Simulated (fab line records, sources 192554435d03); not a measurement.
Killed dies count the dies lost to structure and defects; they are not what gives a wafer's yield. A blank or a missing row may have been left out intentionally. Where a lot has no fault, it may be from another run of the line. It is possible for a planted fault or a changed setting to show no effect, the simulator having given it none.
Chamber matching -- flow n5_finfet -- rie_diel-01 running N5_MOL_CONTACT_COAG_STRIP_72: 4 sister chambers
The step strips in N2/H2. 14 wafers are shown with their chamber, then 7 later ones without.

## EACH WAFER AND ITS CHAMBER
wafer,chamber,drypump_motor_current_A (A),showerhead_plenum_p_Torr (Torr),throttle_valve_pct (%)
L079.1,3,4.8,2.52,23.5
L079.4,1,4.7,2.63,23.7
L079.5,2,6.3,2.52,23.7
L081.2,3,4.9,2.51,23.4
L081.4,1,4.7,2.63,23.7
L081.6,2,6.3,2.51,23.7
L083.3,0,4.9,2.47,23.2
L083.5,2,6.3,2.51,23.7
L083.6,1,4.7,2.62,23.7
L084.2,1,4.7,2.62,23.7
L084.3,3,4.8,2.51,23.5
L084.6,3,4.9,2.51,23.5
L093.3,0,4.9,2.46,23.3
L093.5,1,4.7,2.61,23.7

SIGNATURES (means of the wafers above)
reading,chamber 0,chamber 1,chamber 2,chamber 3,scatter within a chamber
drypump_motor_current_A,4.900,4.700,6.300,4.850,0.0316
showerhead_plenum_p_Torr,2.4650,2.6220,2.5133,2.5125,0.00687
throttle_valve_pct,23.250,23.700,23.700,23.475,0.0354
Rule: a wafer's distance from a chamber is the root of the sum, over the readings, of the square of ((its reading less the chamber's mean) divided by the reading's scatter). The wafer belongs to the nearest chamber; if the next one is less than 2 further off, it can't be placed. How the scatter is found: for the shown wafers, subtract from each reading the mean of its chamber, square and add these, divide the total by (wafers less chambers), then take the root.

## WAFERS WITHOUT THEIR CHAMBER
wafer,drypump_motor_current_A (A),showerhead_plenum_p_Torr (Torr),throttle_valve_pct (%)
L093.6,4.9,2.51,23.3
L094.1,4.7,2.61,23.8
L094.3,4.8,2.50,23.3
L094.5,4.9,2.46,23.3
L095.3,6.3,2.50,23.5
L095.4,4.9,2.50,23.3
L095.5,4.9,2.50,23.3

## WHICH CHAMBER EACH ONE RAN IN
wafer,from the rows above,in truth
L093.6,can't be placed: 3 or 0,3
L094.1,1,1
L094.3,can't be placed: 3 or 0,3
L094.5,0,0
L095.3,2,2
L095.4,can't be placed: 0 or 3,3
L095.5,can't be placed: 0 or 3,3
Placed correctly: 3 of 7. Cannot be placed on the basis of these rows: 4; the candidates contain the true chamber in 4. Number placed wrongly: 0.
